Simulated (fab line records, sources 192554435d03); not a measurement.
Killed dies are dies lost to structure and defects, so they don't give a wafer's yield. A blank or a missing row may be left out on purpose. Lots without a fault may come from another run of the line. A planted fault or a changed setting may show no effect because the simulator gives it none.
Which tool did it? | flow n5_finfet | 12 lots, 35 wafers sampled, at 4 steps of a route of 1938

WHAT THE GAUGES READ, wafer by wafer
N5_PASSIVATION_OVL_MEAS_63.
lot  | measured     | on         | PAD_OVL (nm)
L376 | day 11 15:58 | overlay-01 | 1 10 -1
L377 | day 11 23:07 | overlay-01 | 0 6 5
L378 | day 12 13:37 | overlay-02 | 1 -3 -5
L379 | day 11 23:16 | overlay-01 | 10 0 5
L380 | day 12 12:50 | overlay-02 | -4 -7 -9
L381 | day 13 01:13 | overlay-01 | 9 -5
L382 | day 12 22:16 | overlay-02 | -2 -5 1
L383 | day 13 20:17 | overlay-01 | 5 10 9
L387 | day 14 15:53 | overlay-02 | -3 0 -6
L390 | day 15 14:38 | overlay-02 | -4 0 -2
L394 | day 16 18:14 | overlay-02 | 2 9 -2
L399 | day 17 15:28 | overlay-01 | 5 5 -2

WHICH TOOL RAN EACH LOT (tool, then ch and the chambers of the sampled wafers, then the start)
lot  | N5_MOL_CONTACT_COAG_PRECLEAN_138    | N5_MIM_BOT_LITHO_DESCUM_10         | N5_PASSIVATION_PECVD_01
L376 | wet_bench-04 ch 4,6,7, day 5 07:58  | rie_diel-01 ch 0,1,3, day 11 08:37 | pecvd-01 ch 1,2, day 11 10:27
L377 | wet_bench-05 ch 0,3,4, day 5 12:10  | rie_diel-04 ch 0,1, day 11 19:31   | pecvd-03 ch 0,2, day 11 20:30
L378 | wet_bench-05 ch 2,4,5, day 5 19:00  | rie_diel-01 ch 0,1, day 12 10:44   | pecvd-01 ch 0,1,2, day 12 11:40
L379 | wet_bench-04 ch 2,3,6, day 5 21:40  | rie_diel-04 ch 0,1,3, day 11 19:50 | pecvd-03 ch 0,2, day 11 20:46
L380 | wet_bench-04 ch 2,4,6, day 6 05:09  | rie_diel-01 ch 0,1, day 12 07:35   | pecvd-04 ch 0,1, day 12 08:32
L381 | wet_bench-04 ch 0,5, day 6 10:46    | rie_diel-04 ch 0,2, day 12 20:46   | pecvd-03 ch 0,2, day 12 21:55
L382 | wet_bench-05 ch 0,5,7, day 6 14:06  | rie_diel-01 ch 0,2,3, day 12 19:20 | pecvd-04 ch 1,2, day 12 20:15
L383 | wet_bench-04 ch 1,3,4, day 7 01:33  | rie_diel-04 ch 1,2, day 13 17:17   | pecvd-01 ch 0,1,2, day 13 18:19
L387 | wet_bench-04 ch 1,2,4, day 7 20:31  | rie_diel-04 ch 0,3, day 14 12:40   | pecvd-01 ch 0,1,2, day 14 13:49
L390 | wet_bench-04 ch 0,1,4, day 8 17:42  | rie_diel-01 ch 1,3, day 15 09:13   | pecvd-01 ch 1,2, day 15 10:21
L394 | wet_bench-06 ch 2,4,7, day 9 19:17  | rie_diel-01 ch 0,1,2, day 16 11:40 | pecvd-04 ch 1,2, day 16 12:35
L399 | wet_bench-05 ch 0,3,5, day 10 23:38 | rie_diel-01 ch 0,1,3, day 17 10:09 | pecvd-01 ch 0,2, day 17 11:17
- N5_MOL_CONTACT_COAG_PRECLEAN_138: cleans in alkaline clean, time 60 s.
- N5_MIM_BOT_LITHO_DESCUM_10: chemistry O2, time 7.9 s.
- N5_PASSIVATION_PECVD_01: deposits SiNx from SiH4/NH3/N2, target thk 200 nm, time 43.2 s.

WHAT THE TOOLS THEMSELVES READ (means of the sampled wafers that have a number; where no wafer has one, the mark that the record gives instead)
N5_MIM_BOT_LITHO_DESCUM_10.
lot  | tool        | bias_power_w (W) | drypump_motor_current_A (A) | oes_product_au (a.u.) | rf_vpp_V (V) | showerhead_plenum_p_Torr (Torr) | throttle_valve_pct (%)
L376 | rie_diel-01 | 20.00            | 4.8                         | 0.84                  | 243.2        | 2.09                            | 20.34
L377 | rie_diel-04 | 20.04            | 5.4                         | 0.91                  | 243.5        | 2.09                            | 20.31
L378 | rie_diel-01 | 19.98            | 4.8                         | 0.81                  | 241.9        | 2.07                            | 20.39
L379 | rie_diel-04 | 20.01            | 5.3                         | 0.83                  | 244.5        | 2.13                            | 20.43
L380 | rie_diel-01 | 20.08            | 4.8                         | 0.76                  | 242.7        | 2.11                            | 20.49
L381 | rie_diel-04 | 20.01            | 5.4                         | 0.80                  | 241.7        | 2.01                            | 20.42
L382 | rie_diel-01 | 19.94            | 5.4                         | 0.90                  | 242.9        | 2.04                            | 20.19
L383 | rie_diel-04 | 20.00            | 5.3                         | 0.73                  | 243.1        | 2.08                            | 20.49
L387 | rie_diel-04 | 19.95            | 5.0                         | 0.94                  | 242.8        | 2.09                            | 20.29
L390 | rie_diel-01 | 19.93            | 4.8                         | 0.95                  | 243.5        | 2.11                            | 20.17
L394 | rie_diel-01 | 19.95            | 5.3                         | 0.88                  | 241.9        | 2.06                            | 20.24
L399 | rie_diel-01 | 19.98            | 4.8                         | 0.86                  | 243.3        | 2.07                            | 20.26

N5_PASSIVATION_PECVD_01.
lot  | tool     | heater_power_w (W) | showerhead_plenum_p_Torr (Torr) | throttle_valve_pct (%)
L376 | pecvd-01 | 404                | 8.67                            | 27.8
L377 | pecvd-03 | 319                | 8.68                            | 28.8
L378 | pecvd-01 | 421                | 8.66                            | 28.4
L379 | pecvd-03 | 240                | 8.67                            | 28.9
L380 | pecvd-04 | 295                | 8.60                            | 29.0
L381 | pecvd-03 | 287                | 8.71                            | 28.6
L382 | pecvd-04 | 329                | 8.67                            | 28.3
L383 | pecvd-01 | 407                | 8.66                            | 28.4
L387 | pecvd-01 | 375                | 8.65                            | 28.4
L390 | pecvd-01 | 378                | 8.67                            | 28.0
L394 | pecvd-04 | 280                | 8.63                            | 29.1
L399 | pecvd-01 | 431                | 8.65                            | 29.1

THE ANSWER, worked out from the rows above alone
Rule: what is usual is taken from the lots themselves. Put in order of their means at a reading, lots are off if they are a third of the lots or fewer, leave a main group of 4 or more, and stand apart from it by a gap of 3 or more times the standard deviation of the main group's means; of several such gaps the widest counts. A main group whose means are all the same, to the digits that the tables above print for the reading, isn't used. A lot without any number at a reading at which 4 lots or more have one is off too. The other lots that the step has rows for count as sound. The gauges are gone through in route order, then the tools' own readings, and for those a lot's mean is taken as printed above. The first step at which some lot is off is used, and at that step the reading that is off furthest; a lot without a number counts as furthest.
No lot is off at any reading shown: from this, nothing can be told.

WHAT THE SIMULATOR HAD PUT IN
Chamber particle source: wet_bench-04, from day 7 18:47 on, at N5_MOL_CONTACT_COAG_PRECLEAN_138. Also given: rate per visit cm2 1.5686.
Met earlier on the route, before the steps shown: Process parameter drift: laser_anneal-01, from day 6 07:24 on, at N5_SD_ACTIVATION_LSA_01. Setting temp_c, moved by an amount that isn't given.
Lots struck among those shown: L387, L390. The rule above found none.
